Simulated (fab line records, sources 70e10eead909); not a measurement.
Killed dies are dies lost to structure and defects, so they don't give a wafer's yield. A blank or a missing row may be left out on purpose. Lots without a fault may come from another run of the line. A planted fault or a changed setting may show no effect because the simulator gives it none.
fab line records | flow nand_harc
record lots=5 wafers=15 last_day=24
route steps=1159 shown A_CONTACT@942 A_BLC@964
lots that met no fault: from a run of the same line without faults
start_h: hours from the record's first day to the start of the lot's first wafer shown | wait_h: hours since the lot's step before | " the same as in the row above | L1.1+2: a row that stands for several wafers | - no value, or no start given | * or withheld: withheld | < > ~ a bound
route shown NAME@n: a module of which the file shows steps, and the number in the route of the first | usual: mean/standard deviation of fault-free wafers | same: alike in all rows | chamber/n: place in a boat | sites: the reading at each site | _std_site: their standard deviation | _edge_site: outer sites' mean less inner sites' | radius_mm: how far each site lies from the wafer's centre | mask NAME#n: copy n | behind: the tool/chamber that last shaped the wafer | hold: why the lot was held/for how many hours/how that ended | device: the transistor (n, p or np) that didn't switch | end of line: the same wafers' tests at the end of the route | a step without rows: its recipe alone | killed: dies lost to structure and defects at the first sort, not the wafer's yield | map: a wafer's dies, x killed, . not, _ none there
set.NAME: the setting as run; set.NAME@STEP: as run at that earlier step | model.NAME: the simulator's own value behind a step, which no gauge read
lots at some steps of the route; a table a step, a row a wafer
services: from which hour (start_h, from the record's first day; less than 0 if before it) a tool's chamber was out of use, for how many hours, and why
## steps
# step NHARC_A_CONTACT_ETCH_31
# recipe target_depth_a=20000 over_etch_frac=0.3 time_s=520 ion_energy_ev=150 o2_flow_sccm=400 cos_flow_sccm=20 ar_flow_sccm=0 rf_w=500 bias_w=300 chemistry=O2/COS
# usual drypump_motor_current_A=5.7/0.33 oes_product_au=0.997/0.013 rf_vpp_V=315.1/1.9 showerhead_plenum_p_Torr=3.19/0.12 throttle_valve_pct=28.331/0.0091
# same time_s=520
# columns lot.wafer tool chamber start_h wait_h drypump_motor_current_A oes_product_au rf_hours_counter_h rf_vpp_V showerhead_plenum_p_Torr throttle_valve_pct
L076.4 rie_diel-07 0 - - 5.3 0.994 55 316.5 3.27 28.326
L076.3 " 3 " " 5.8 1.019 56 314.7 3.17 28.326
L076.5 " 0 " " 5.3 1.009 - 315.7 3.27 28.326
L079.3 rie_diel-08 3 - - 5.5 1.018 17 317.5 3.32 28.326
L079.2 " 0 " " 5.7 0.976 17 316.2 3.16 28.336
L079.5 " 3 " " 5.5 1.030 - 318.0 3.32 28.334
L077.1 rie_diel-08 1 - - 5.8 0.997 17 313.7 3.12 28.329
L077.3 " 2 " " 5.1 0.991 18 314.5 3.13 28.333
L077.6 " 1 " " 5.9 0.999 - 312.9 3.12 28.326
L092.1 rie_diel-07 2 - - 6.3 1.007 28 318.0 3.33 28.332
L092.3 " 0 " " 5.3 0.999 31 316.9 3.25 28.336
L092.5 " 3 " " 5.7 1.007 - 313.4 3.15 28.323
L096.3 rie_diel-13 0 - - 5.9 1.010 19 317.5 3.33 28.336
L096.2 " 1 " " 6.1 0.992 22 314.2 3.08 28.321
L096.6 " 3 " " 5.5 1.010 - 316.2 3.36 28.330
# step NHARC_A_CONTACT_ETCH_134
# recipe source_w=withheld pressure_mtorr=20 bias_v=withheld time_s=140 target_depth_a=7000 ar_flow_sccm=withheld c4f8_flow_sccm=withheld o2_flow_sccm=withheld chemistry=C4F8/O2/Ar
# same time_s=140
# columns lot.wafer tool chamber start_h wait_h rf_hours_counter_h
L076.3 har_cap_etch-03 1 388.72 - -
L076.4 " 0 " " -
L076.5 " 0 " " -
L079.2 har_cap_etch-02 0 401.39 - 15
L079.3 " 0 " " -
L079.5 " 0 " " -
L077.1 har_cap_etch-01 0 403.86 - 61
L077.3 " 0 " " -
L077.6 " 0 " " -
L092.1 har_cap_etch-02 1 479.66 - 31
L092.3 " 1 " " -
L092.5 " 0 " " -
L096.2 har_cap_etch-03 1 517.78 - 109
L096.3 " 1 " " -
L096.6 " 0 " " -
# step NHARC_A_CONTACT_ETCH_135
# recipe source_w=withheld pressure_mtorr=20 bias_v=3000 time_s=132 target_depth_a=12870 ar_flow_sccm=withheld c4f8_flow_sccm=withheld o2_flow_sccm=withheld chemistry=C4F8/O2/Ar
# same time_s=132
# columns lot.wafer tool chamber start_h wait_h rf_hours_counter_h
L076.3 har_cap_etch-03 1 388.89 0.1 -
L076.4 " 0 " " -
L076.5 " 0 " " -
L079.2 har_cap_etch-02 0 401.58 0.2 15
L079.3 " 0 " " -
L079.5 " 0 " " -
L077.1 har_cap_etch-01 0 404.06 0.2 61
L077.3 " 0 " " -
L077.6 " 0 " " -
L092.1 har_cap_etch-02 1 479.86 0.2 31
L092.3 " 1 " " -
L092.5 " 0 " " -
L096.2 har_cap_etch-03 1 517.98 0.2 109
L096.3 " 1 " " -
L096.6 " 0 " " -
# step NHARC_A_CONTACT_ETCH_136
# recipe source_w=withheld pressure_mtorr=20 bias_v=3000 time_s=132 target_depth_a=12870 ar_flow_sccm=withheld c4f8_flow_sccm=withheld o2_flow_sccm=withheld chemistry=C4F8/O2/Ar
# same time_s=132
# columns lot.wafer tool chamber start_h wait_h rf_hours_counter_h
L076.3 har_cap_etch-03 1 389.01 0.1 -
L076.4 " 0 " " -
L076.5 " 0 " " -
L079.2 har_cap_etch-02 0 401.70 0.1 15
L079.3 " 0 " " -
L079.5 " 0 " " -
L077.1 har_cap_etch-01 0 404.18 0.1 61
L077.3 " 0 " " -
L077.6 " 0 " " -
L092.1 har_cap_etch-02 1 479.98 0.1 31
L092.3 " 1 " " -
L092.5 " 0 " " -
L096.2 har_cap_etch-03 1 518.10 0.1 109
L096.3 " 1 " " -
L096.6 " 0 " " -
# step NHARC_A_CONTACT_ETCH_137
# recipe source_w=withheld pressure_mtorr=20 bias_v=3000 time_s=132 target_depth_a=12870 ar_flow_sccm=withheld c4f8_flow_sccm=withheld o2_flow_sccm=withheld chemistry=C4F8/O2/Ar
# same time_s=132
# columns lot.wafer tool chamber start_h wait_h rf_hours_counter_h
L076.3 har_cap_etch-03 1 389.13 0.1 -
L076.4 " 0 " " -
L076.5 " 0 " " -
L079.2 har_cap_etch-02 0 401.82 0.1 15
L079.3 " 0 " " -
L079.5 " 0 " " -
L077.1 har_cap_etch-01 0 404.31 0.1 61
L077.3 " 0 " " -
L077.6 " 0 " " -
L092.1 har_cap_etch-02 1 480.10 0.1 32
L092.3 " 1 " " -
L092.5 " 0 " " -
L096.2 har_cap_etch-03 1 518.22 0.1 109
L096.3 " 1 " " -
L096.6 " 0 " " -
# step NHARC_A_CONTACT_ETCH_138
# recipe source_w=withheld pressure_mtorr=20 bias_v=3000 time_s=132 target_depth_a=12890 ar_flow_sccm=withheld c4f8_flow_sccm=withheld o2_flow_sccm=withheld chemistry=C4F8/O2/Ar
# same time_s=132
# columns lot.wafer tool chamber start_h wait_h rf_hours_counter_h
L076.3 har_cap_etch-03 1 389.26 0.1 -
L076.4 " 0 " " -
L076.5 " 0 " " -
L079.2 har_cap_etch-02 0 401.94 0.1 16
L079.3 " 0 " " -
L079.5 " 0 " " -
L077.1 har_cap_etch-01 0 404.43 0.1 61
L077.3 " 0 " " -
L077.6 " 0 " " -
L092.1 har_cap_etch-02 1 480.23 0.1 32
L092.3 " 1 " " -
L092.5 " 0 " " -
L096.2 har_cap_etch-03 1 518.34 0.1 109
L096.3 " 1 " " -
L096.6 " 0 " " -
# step NHARC_A_CONTACT_ETCH_139
# recipe source_w=withheld pressure_mtorr=20 bias_v=400 time_s=137 target_depth_a=5900 ar_flow_sccm=withheld c4f8_flow_sccm=11.5 o2_flow_sccm=7.2 chemistry=C4F8/O2/Ar
# same time_s=137
# columns lot.wafer tool chamber start_h wait_h rf_hours_counter_h
L076.3 har_cap_etch-03 1 389.41 0.1 -
L076.4 " 0 " " -
L076.5 " 0 " " -
L079.2 har_cap_etch-02 0 402.08 0.1 16
L079.3 " 0 " " -
L079.5 " 0 " " -
L077.1 har_cap_etch-01 0 404.55 0.1 61
L077.3 " 0 " " -
L077.6 " 0 " " -
L092.1 har_cap_etch-02 1 480.35 0.1 32
L092.3 " 1 " " -
L092.5 " 0 " " -
L096.2 har_cap_etch-03 1 518.47 0.1 109
L096.3 " 1 " " -
L096.6 " 0 " " -
# step NHARC_A_CONTACT_ETCH_92
# recipe target_depth_a=400 over_etch_frac=0.5 time_s=85.7 ion_energy_ev=120 ch3f_flow_sccm=50 o2_flow_sccm=30 ar_flow_sccm=200 rf_w=500 bias_w=100 chemistry=CH3F/O2
# usual drypump_motor_current_A=5.6/0.32 oes_product_au=0.94/0.034 rf_vpp_V=245.1/1.4 showerhead_plenum_p_Torr=2.52/0.087 throttle_valve_pct=20.662/0.01
# same time_s=85.7
# columns lot.wafer tool chamber start_h wait_h drypump_motor_current_A oes_product_au rf_hours_counter_h rf_vpp_V showerhead_plenum_p_Torr throttle_valve_pct
L076.3 rie_diel-08 1 389.77 0.3 5.9 0.93 14 244.5 2.46 20.647
L076.4 " 2 " " 5.1 0.92 15 245.7 2.47 20.652
L076.5 " 0 " " 5.6 0.90 - 244.9 2.49 20.669
L079.3 rie_diel-08 2 402.47 0.3 5.1 0.91 17 243.9 2.47 20.654
L079.2 " 0 " " 5.7 0.91 18 245.0 2.49 20.655
L079.5 " 2 " " 5.1 0.92 - 244.3 2.47 20.670
L077.3 rie_diel-08 0 404.98 0.3 5.6 0.92 18 245.8 2.49 20.668
L077.1 " 1 " " 5.9 0.95 17 244.5 2.46 20.658
L077.6 " 2 " " 5.1 0.93 - 244.7 2.47 20.661
L092.3 rie_diel-13 0 480.78 0.3 5.9 1.01 8 247.2 2.63 20.682
L092.1 " 1 " " 6.1 0.99 9 243.4 2.43 20.681
L092.5 " 2 " " 5.4 0.98 - 243.9 2.40 20.659
L096.2 rie_diel-08 1 518.90 0.4 5.8 0.99 6 243.8 2.45 20.643
L096.3 " 2 " " 5.1 1.01 6 245.3 2.46 20.662
L096.6 " 3 " " 5.4 1.01 - 247.5 2.61 20.669
# step NHARC_A_CONTACT_ETCH_98
# recipe target_depth_a=200 over_etch_frac=0.5 time_s=10 ion_energy_ev=250 c4f6_flow_sccm=25 o2_flow_sccm=20 ar_flow_sccm=500 rf_w=600 bias_w=500 chemistry=C4F6/O2
# usual drypump_motor_current_A=5.6/0.32 oes_product_au=0.960/0.026 rf_vpp_V=548.6/2.6 showerhead_plenum_p_Torr=4.00/0.13 throttle_valve_pct=26.903/0.0083
# same time_s=10
# columns lot.wafer tool chamber start_h wait_h drypump_motor_current_A oes_product_au rf_hours_counter_h rf_vpp_V showerhead_plenum_p_Torr throttle_valve_pct
L076.4 rie_diel-08 0 - - 5.7 0.920 15 548.8 3.97 26.911
L076.3 " 2 " " 5.1 0.933 15 546.7 3.94 26.917
L076.5 " 0 " " 5.7 0.920 - 548.2 3.97 26.921
L079.3 rie_diel-08 0 - - 5.7 0.921 18 547.5 3.97 26.889
L079.2 " 1 " " 5.9 0.955 17 546.6 3.92 26.901
L079.5 " 1 " " 5.9 0.970 - 546.9 3.92 26.899
L077.1 rie_diel-08 3 - - 5.5 0.963 17 550.7 4.17 26.905
L077.3 " 1 " " 5.9 0.954 17 547.3 3.92 26.903
L077.6 " 3 " " 5.4 0.968 - 552.6 4.17 26.899
L092.3 rie_diel-13 2 - - 5.3 0.989 10 546.0 3.83 26.904
L092.1 " 0 " " 5.9 1.005 8 552.4 4.18 26.895
L092.5 " 2 " " 5.4 0.992 - 543.6 3.83 26.905
L096.2 rie_diel-08 0 - - 5.7 1.000 6 547.0 3.96 26.906
L096.3 " 2 " " 5.1 1.014 6 547.8 3.93 26.890
L096.6 " 0 " " 5.7 1.005 - 548.4 3.96 26.905
# step NHARC_A_CONTACT_CD_MEAS_15
# usual cd_nm=89.8/0.81
# columns lot.wafer tool chamber start_h wait_h cd_nm
L076.3 cd_sem-02 - 389.96 - 89.0
L076.4 " - " " 91.0
L076.5 " - " " 89.5
L079.2 cd_sem-02 - 402.67 - 90.5
L079.3 " - " " 91.2
L079.5 " - " " 91.5
L077.1 cd_sem-01 - 405.17 - 90.2
L077.3 " - " " 90.3
L077.6 " - " " 91.8
L092.1 cd_sem-01 - 480.97 - 88.8
L092.3 " - " " 89.7
L092.5 " - " " 89.1
L096.2 cd_sem-02 - 519.09 - 89.4
L096.3 " - " " 89.9
L096.6 " - " " 90.7
# step NHARC_A_CONTACT_STRIP_107
# recipe n2_flow_sccm=150 h2_flow_sccm=150 ar_flow_sccm=0 bias_w=0 chemistry=N2/H2
# columns lot.wafer tool chamber start_h wait_h
L076.3+4+5 rie_diel-08 3,0,1 390.05 0.1
L079.2+3+5 rie_diel-08 3,2,3 402.75 0.1
L077.3+1+6 rie_diel-13 3,0,2 405.25 0.1
L092.3+1+5 rie_diel-13 3,1,0 481.05 0.1
L096.3+2+6 rie_diel-07 1,2,2 519.16 0.1
# step NHARC_A_CONTACT_STRIP_108
# recipe cf4_flow_sccm=100 chf3_flow_sccm=30 ar_flow_sccm=0 bias_w=0 chemistry=CF4/CHF3
# columns lot.wafer tool chamber start_h wait_h
L076.3+4+5 rie_diel-08 1,2,1 390.12 0.1
L079.2+3+5 rie_diel-08 3,0,1 402.85 0.1
L077.3+1+6 rie_diel-13 2,0,3 405.61 0.3
L092.1+3+5 rie_diel-13 1,2,3 481.15 0.1
L096.3+2+6 rie_diel-07 2,3,2 519.26 0.1
# step NHARC_A_CONTACT_STRIP_109
# recipe o2_flow_sccm=400 cos_flow_sccm=20 ar_flow_sccm=0 bias_w=0 chemistry=O2/COS
# columns lot.wafer tool chamber start_h wait_h
L076.3+4+5 rie_diel-08 3,0,1 390.19 0.1
L079.3+2+5 rie_diel-08 0,2,0 403.10 0.2
L077.1+3+6 rie_diel-13 0,2,3 405.68 0.1
L092.1+3+5 rie_diel-13 0,2,0 481.21 0.1
L096.3+2+6 rie_diel-07 0,3,1 519.32 0.1
# step NHARC_A_CONTACT_ETCH_110
# recipe target_depth_a=500 overetch_a=50 time_s=27.5 ion_energy_ev=100 cf4_flow_sccm=80 o2_flow_sccm=20 ar_flow_sccm=0 rf_w=300 bias_w=100 chemistry=CF4/O2
# usual drypump_motor_current_A=5.7/0.33 oes_product_au=0.998/0.014 rf_vpp_V=198.3/1.3 showerhead_plenum_p_Torr=1.36/0.053 throttle_valve_pct=13.398/0.0095
# same time_s=27.5
# columns lot.wafer tool chamber start_h wait_h drypump_motor_current_A oes_product_au rf_hours_counter_h rf_vpp_V showerhead_plenum_p_Torr throttle_valve_pct
L076.4 rie_diel-08 0 390.25 0.1 5.7 0.974 15 199.1 1.35 13.416
L076.3 " 1 " " 5.9 1.010 14 198.0 1.34 13.400
L076.5 " 3 " " 5.4 1.016 - 199.0 1.43 13.389
L079.2 rie_diel-08 0 403.16 0.1 5.6 0.967 18 197.9 1.35 13.397
L079.3 " 2 " " 5.1 0.991 18 196.5 1.34 13.403
L079.5 " 1 " " 5.8 1.011 - 197.9 1.34 13.399
L077.3 rie_diel-13 3 405.75 0.1 5.5 1.000 47 196.4 1.23 13.393
L077.1 " 0 " " 5.9 0.990 48 200.4 1.43 13.409
L077.6 " 3 " " 5.5 1.001 - 196.7 1.23 13.395
L092.3 rie_diel-13 3 481.27 0.1 5.5 1.009 10 199.9 1.44 13.384
L092.1 " 0 " " 6.0 1.009 8 199.6 1.43 13.400
L092.5 " 2 " " 5.3 0.988 - 196.8 1.30 13.387
L096.3 rie_diel-07 3 519.43 0.1 5.7 1.016 46 197.4 1.34 13.397
L096.2 " 0 " " 5.3 1.005 46 198.7 1.39 13.385
L096.6 " 3 " " 5.7 1.007 - 198.9 1.34 13.404
# step NHARC_A_CONTACT_STRIP_26
# recipe o2_flow_sccm=500 ar_flow_sccm=0 bias_w=0 chemistry=O2
# usual drypump_motor_current_A=5.7/0.33 oes_product_au=0.998/0.014 rf_vpp_V=58.0/0.88 showerhead_plenum_p_Torr=3.60/0.14 throttle_valve_pct=17.037/0.0094
# columns lot.wafer tool chamber start_h wait_h drypump_motor_current_A oes_product_au rf_hours_counter_h rf_vpp_V showerhead_plenum_p_Torr throttle_valve_pct
L076.3 rie_diel-08 2 - - 5.1 0.998 15 58.6 3.54 17.036
L076.4 " 1 " " 5.9 1.004 14 58.8 3.53 17.043
L076.5 " 2 " " 5.1 1.000 - 57.7 3.54 17.041
L079.3 rie_diel-08 1 - - 5.9 1.006 17 58.2 3.53 17.048
L079.2 " 2 " " 5.1 0.992 18 57.3 3.54 17.026
L079.5 " 3 " " 5.4 1.028 - 60.0 3.75 17.027
L077.3 rie_diel-13 2 - - 5.3 0.976 34 56.8 3.46 17.014
L077.1 " 3 " " 5.5 0.995 47 57.6 3.27 17.026
L077.6 " 3 " " 5.5 0.992 - 56.0 3.27 17.031
L092.3 rie_diel-13 0 - - 5.9 1.004 8 60.8 3.77 17.054
L092.1 " 1 " " 6.1 0.991 9 56.3 3.49 17.048
L092.5 " 3 " " 5.5 1.008 - 57.6 3.80 17.027
L096.2 rie_diel-07 0 - - 5.3 0.992 47 58.3 3.66 17.026
L096.3 " 3 " " 5.8 1.004 48 57.7 3.55 17.037
L096.6 " 1 " " 5.9 1.011 - 56.8 3.52 17.032
# step NHARC_A_CONTACT_STRIP_27
# recipe time_s=600 temp_c=30 chemistry=post_etch_residue_remover
# same time_s=600
# columns lot.wafer tool chamber start_h wait_h
L076.5+4+3 wet_bench-09 0,2,4 390.64 -
L079.2+5+3 wet_bench-09 2,3,6 403.54 -
L077.1+6+3 wet_bench-09 1,4,5 406.18 -
L092.1+5+3 wet_bench-09 6,1,2 481.67 -
L096.2+3+6 wet_bench-07 4,7,0 521.21 -
# step NHARC_A_CONTACT_ALD_18
# recipe target_thk_a=30 pulse_time_s=1 ald_cycles=150 temp_c=450 material=TiN
# usual heater_power_w=1122/98 precursor_pulse_height_rel=0.997/0.019
# columns lot.wafer tool chamber start_h wait_h heater_power_w precursor_pulse_height_rel
L076.3 ald_metal-01 1 390.91 - 1161 1.008
L076.5 " 2 " " 1135 0.977
L076.4 " 0 " " 1311 1.026
L079.3 ald_metal-04 0 403.81 - 1121 0.995
L079.2 " 1 " " 1042 1.008
L079.5 " 1 " " 1022 1.002
L077.3 ald_metal-01 1 406.45 - 1122 0.988
L077.1 " 3 " " 1114 0.981
L077.6 " 2 " " 1134 1.023
L092.1 ald_metal-01 0 481.94 - 1333 0.976
L092.3 " 2 " " 1128 1.009
L092.5 " 0 " " 1333 1.014
L096.2 ald_metal-01 1 521.48 - 1210 0.994
L096.3 " 2 " " 1059 0.989
L096.6 " 1 " " 1200 0.980
# step NHARC_A_CONTACT_CVD_19
# recipe target_thk_a=3000 temp_c=300 pressure_torr=40 wf6_flow_sccm=40 h2_flow_sccm=1600 ar_flow_sccm=1560 time_s=802 material=W
# usual heater_power_w=476/45 mfc_h2_sccm=1601/4.4 throttle_valve_pct=7.87/0.16
# same time_s=802
# columns lot.wafer tool chamber start_h wait_h heater_power_w mfc_h2_sccm throttle_valve_pct
L076.4 cvd_w-01 1 - - 454 1601 7.71
L076.3 " 0 " " 482 1594 7.98
L076.5 " 0 " " 497 1603 7.85
L079.2 cvd_w-01 0 - - 483 1590 7.79
L079.3 " 0 " " 486 1594 8.08
L079.5 " 1 " " 447 1599 7.67
L077.1 cvd_w-01 0 - - 489 1590 7.67
L077.3 " 0 " " 492 1595 7.99
L077.6 " 1 " " 462 1604 7.77
L092.1 cvd_w-02 0 - - 411 1603 7.72
L092.3 " 1 " " 534 1595 7.96
L092.5 " 1 " " 555 1604 7.92
L096.2 cvd_w-01 1 - - 444 1602 7.84
L096.3 " 1 " " 441 1595 7.58
L096.6 " 0 " " 504 1601 7.97
# step NHARC_A_CONTACT_CMP_20
# recipe t_overpolish_s=30 target_thk_nm=300
# usual motor_current_A=12.0/0.8 overpolish_run_s=30.001/0.0091 time_to_endpoint_s=60/3.4
# columns lot.wafer tool chamber start_h wait_h motor_current_A overpolish_run_s time_to_endpoint_s
L076.3 cmp-01 3 395.93 0.4 11.7 29.999 63
L076.4 " 0 " " 10.8 30.003 58
L076.5 " 0 " " 10.5 30.006 56
L079.3 cmp-04 1 405.19 0.4 11.7 29.991 61
L079.2 " 2 " " 11.9 29.999 61
L079.5 " 1 " " 12.3 30.012 62
L077.1 cmp-04 2 407.62 0.7 11.7 29.994 59
L077.3 " 3 " " 11.7 30.004 64
L077.6 " 0 " " 12.5 29.999 58
L092.3 cmp-01 0 494.01 0.5 10.8 30.006 57
L092.1 " 2 " " 11.9 30.002 59
L092.5 " 1 " " 12.7 29.995 58
L096.2 cmp-01 2 526.16 0.7 11.6 29.986 61
L096.3 " 3 " " 11.8 30.003 61
L096.6 " 0 " " 10.4 29.994 58
# step NHARC_A_CONTACT_SRD_22
# columns lot.wafer tool chamber start_h wait_h
L076.3+5+4 wet_bench-02 3,4,0 396.25 0.0
L079.2+3+5 wet_bench-07 3,5,6 405.52 0.0
L077.3+1+6 wet_bench-02 6,1,2 407.89 0.0
L092.3+5+1 wet_bench-02 7,2,3 494.33 0.0
L096.6+3+2 wet_bench-09 3,5,6 526.43 0.0
# step NHARC_A_CONTACT_INSPECT_23
# usual raw_defect_count=456/120
# columns lot.wafer tool chamber start_h wait_h raw_defect_count
L076.3 defect_inspect-01 - 396.33 0.1 467
L076.4 " - " " 541
L076.5 " - " " 369
L079.2 defect_inspect-01 - 405.60 0.1 545
L079.3 " - " " 472
L079.5 " - " " 973
L077.1 defect_inspect-01 - 407.97 0.1 352
L077.3 " - " " 419
L077.6 " - " " 453
L092.1 defect_inspect-01 - 494.42 0.1 390
L092.3 " - " " 364
L092.5 " - " " 443
L096.2 defect_inspect-01 - 526.52 0.1 406
L096.3 " - " " 628
L096.6 " - " " 447
# step NHARC_A_BLC_DEHYDRATE_00
# recipe temp_c=150 time_s=120
# same time_s=120
# columns lot.wafer tool chamber start_h wait_h
L076.3+4+5 litho_track-01 0 396.39 0.1
L079.2+3+5 litho_track-04 0 405.66 0.1
L077.1+3+6 litho_track-06 0 408.02 0.1
L092.1+3+5 litho_track-06 0 494.47 0.1
L096.2+3+6 litho_track-01 0 526.57 0.1
# step NHARC_A_BLC_HMDS_01
# recipe time_s=30
# same time_s=30
# columns lot.wafer tool chamber start_h wait_h
L076.3+4+5 litho_track-01 0 - -
L079.2+3+5 litho_track-04 0 - -
L077.1+3+6 litho_track-06 0 - -
L092.1+3+5 litho_track-06 0 - -
L096.2+3+6 litho_track-01 0 - -
# step NHARC_A_BLC_COAT_02
# recipe temp_c=260 time_s=75
# same time_s=75
# columns lot.wafer tool chamber start_h wait_h
L076.3+4+5 litho_track-01 0 - -
L079.2+3+5 litho_track-04 0 - -
L077.1+3+6 litho_track-06 0 - -
L092.1+3+5 litho_track-06 0 - -
L096.2+3+6 litho_track-01 0 - -
# step NHARC_A_BLC_COAT_03
# recipe temp_c=225 time_s=65
# same time_s=65
# columns lot.wafer tool chamber start_h wait_h
L076.3+4+5 litho_track-01 0 - -
L079.2+3+5 litho_track-04 0 - -
L077.1+3+6 litho_track-06 0 - -
L092.1+3+5 litho_track-06 0 - -
L096.2+3+6 litho_track-01 0 - -
# step NHARC_A_BLC_COAT_04
# recipe spin_rpm=1500 resist_thk_nm=90
# columns lot.wafer tool chamber start_h wait_h
L076.3+4+5 litho_track-01 0 - -
L079.2+3+5 litho_track-04 0 - -
L077.1+3+6 litho_track-06 0 - -
L092.1+3+5 litho_track-06 0 - -
L096.2+3+6 litho_track-01 0 - -
# step NHARC_A_BLC_SOFTBAKE_05
# recipe temp_c=105 time_s=55
# same time_s=55
# columns lot.wafer tool chamber start_h wait_h
L076.3+4+5 litho_track-01 0 - -
L079.2+3+5 litho_track-04 0 - -
L077.1+3+6 litho_track-06 0 - -
L092.1+3+5 litho_track-06 0 - -
L096.2+3+6 litho_track-01 0 - -
# step NHARC_A_BLC_EBR_06
# columns lot.wafer tool chamber start_h wait_h
L076.3+4+5 litho_track-01 0 - -
L079.2+3+5 litho_track-04 0 - -
L077.1+3+6 litho_track-06 0 - -
L092.1+3+5 litho_track-06 0 - -
L096.2+3+6 litho_track-01 0 - -
# step NHARC_A_BLC_EXPOSE_07
# recipe na=1.35 target_cd_nm=100 dose_mj=67.97 mask_id=A_BLC
# columns lot.wafer tool chamber start_h wait_h mask
L076.3+4+5 arfi_scanner-02 0 396.71 - A_BLC#0
L079.2+3+5 arfi_scanner-03 0 405.97 - A_BLC#0
L077.1+3+6 arfi_scanner-03 0 408.21 - A_BLC#0
L092.1+3+5 arfi_scanner-02 0 494.78 - A_BLC#0
L096.2+3+6 arfi_scanner-03 0 526.83 - A_BLC#0
# step NHARC_A_BLC_PEB_08
# recipe peb_temp_c=100 peb_time_s=65
# columns lot.wafer tool chamber start_h wait_h
L076.3+4+5 litho_track-04 0 396.76 0.0
L079.2+3+5 litho_track-06 0 406.03 0.1
L077.1+3+6 litho_track-04 0 408.27 0.1
L092.1+3+5 litho_track-06 0 494.84 0.1
L096.2+3+6 litho_track-06 0 526.89 0.1
# step NHARC_A_BLC_DEVELOP_09
# recipe develop_time_s=35 dev_temp_c=23
# columns lot.wafer tool chamber start_h wait_h
L076.3+4+5 litho_track-04 0 - -
L079.2+3+5 litho_track-06 0 - -
L077.1+3+6 litho_track-04 0 - -
L092.1+3+5 litho_track-06 0 - -
L096.2+3+6 litho_track-06 0 - -
# step NHARC_A_BLC_CD_MEAS_10
# recipe target_cd_nm=100 landing_energy_ev=500
# usual cd_nm=100.0/0.9
# same landing_energy_ev=500
# columns lot.wafer tool chamber start_h wait_h cd_nm
L076.3 cd_sem-01 0 396.85 - 100.1
L076.4 " 0 " " 99.3
L076.5 " 0 " " 98.3
L079.2 cd_sem-01 0 406.11 - 98.7
L079.3 " 0 " " 98.5
L079.5 " 0 " " 99.8
L077.1 cd_sem-01 0 408.35 - 99.4
L077.3 " 0 " " 100.6
L077.6 " 0 " " 101.1
L092.1 cd_sem-03 0 494.92 - 98.7
L092.3 " 0 " " 99.1
L092.5 " 0 " " 99.1
L096.2 cd_sem-02 0 526.97 - 99.3
L096.3 " 0 " " 100.0
L096.6 " 0 " " 98.7
# step NHARC_A_BLC_OVL_MEAS_11
# usual overlay_x_nm=0.3/0.79 overlay_y_nm=0.0/0.8
# columns lot.wafer tool chamber start_h wait_h overlay_x_nm overlay_y_nm
L076.3 overlay-01 - 396.93 - 1.1 0.3
L076.4 " - " " 0.9 0.1
L076.5 " - " " 0.7 -1.1
L079.2 overlay-01 - 406.20 - 1.2 0.1
L079.3 " - " " 0.8 -0.6
L079.5 " - " " 0.7 0.0
L077.1 overlay-02 - 408.44 - -1.3 -0.2
L077.3 " - " " -1.1 -0.2
L077.6 " - " " -0.9 0.1
L092.1 overlay-01 - 495.01 - -1.2 0.9
L092.3 " - " " -0.9 0.6
L092.5 " - " " -1.3 1.2
L096.2 overlay-01 - 527.06 - 0.2 -0.2
L096.3 " - " " 0.0 0.2
L096.6 " - " " -0.3 -0.1
# step NHARC_A_BLC_INSPECT_12
# usual raw_defect_count=31/12
# columns lot.wafer tool chamber start_h wait_h raw_defect_count
L076.3 defect_inspect-02 - 396.97 0.0 18
L076.4 " - " " 21
L076.5 " - " " 16
L079.2 defect_inspect-01 - 406.24 0.0 22
L079.3 " - " " 28
L079.5 " - " " 22
L077.1 defect_inspect-02 - 408.48 0.0 23
L077.3 " - " " 15
L077.6 " - " " 22
L092.1 defect_inspect-02 - 495.05 0.0 32
L092.3 " - " " 29
L092.5 " - " " 30
L096.2 defect_inspect-02 - 527.10 0.0 35
L096.3 " - " " 39
L096.6 " - " " 43
# step NHARC_A_BLC_DESCUM_15
# recipe time_s=3 o2_flow_sccm=200 ar_flow_sccm=0 bias_power_w=0 chemistry=O2
# usual drypump_motor_current_A=5.4/0.42 oes_product_au=0.999/0.013 rf_vpp_V=57.9/0.86 showerhead_plenum_p_Torr=1.94/0.057 throttle_valve_pct=11.311/0.0092
# same time_s=3
# columns lot.wafer tool chamber start_h wait_h drypump_motor_current_A oes_product_au rf_hours_counter_h rf_vpp_V showerhead_plenum_p_Torr throttle_valve_pct
L076.3 rie_diel-04 0 397.04 0.1 6.0 0.997 8 58.1 1.95 11.323
L076.4 " 1 " " 5.3 0.975 6 57.2 1.87 11.310
L076.5 " 0 " " 6.0 0.997 - 57.0 1.95 11.321
L079.3 rie_diel-04 1 406.30 0.1 5.3 0.987 7 58.8 1.87 11.306
L079.2 " 2 " " 4.8 1.016 13 57.8 1.96 11.306
L079.5 " 1 " " 5.3 0.984 - 57.1 1.87 11.331
L077.1 rie_diel-02 3 408.54 0.1 5.5 1.004 8 58.1 2.04 11.305
L077.3 " 1 " " 5.0 1.024 8 56.9 1.96 11.296
L077.6 " 0 " " 5.8 1.025 - 57.3 1.82 11.311
L092.1 rie_diel-06 2 495.13 0.1 5.5 1.013 16 58.8 1.99 11.305
L092.3 " 2 " " 5.5 1.009 - 58.2 1.99 11.299
L092.5 " 3 " " 4.8 0.998 - 57.8 1.98 11.315
L096.3 rie_diel-04 2 527.16 0.1 4.8 1.006 6 58.3 1.96 11.319
L096.2 " 3 " " 5.3 1.011 6 58.8 1.96 11.302
L096.6 " 3 " " 5.3 1.010 - 58.4 1.96 11.319
## services
# columns tool chamber start_h hours kind
rie_diel-04 - 365.20 0.1 repair
ald_metal-01 3 373.95 27.6 repair
cmp-01 - 375.68 4.0 pm
har_cap_etch-01 - 395.64 0.4 repair
rie_diel-13 1 399.79 10.7 repair
rie_diel-07 - 405.74 9.0 pm
rie_diel-08 0 417.33 3.9 repair
rie_diel-04 0 435.65 15.3 repair
rie_diel-04 1 436.70 2.2 repair
rie_diel-13 - 442.55 0.3 repair
litho_track-01 - 443.00 7.0 pm
rie_diel-07 - 444.54 0.8 repair
wet_bench-09 - 449.48 3.5 repair
rie_diel-13 - 453.14 9.0 pm
ald_metal-01 - 458.00 10.0 pm
rie_diel-08 - 459.16 21.9 repair
wet_bench-09 - 464.80 8.0 pm
rie_diel-04 - 466.09 9.0 pm
litho_track-06 - 467.00 7.0 pm
cmp-01 - 473.68 4.0 pm
rie_diel-04 0 475.91 20.4 repair
cvd_w-01 - 477.55 13.0 pm
litho_track-04 - 491.00 7.0 pm
rie_diel-13 0 505.73 5.7 repair
## key
fault none
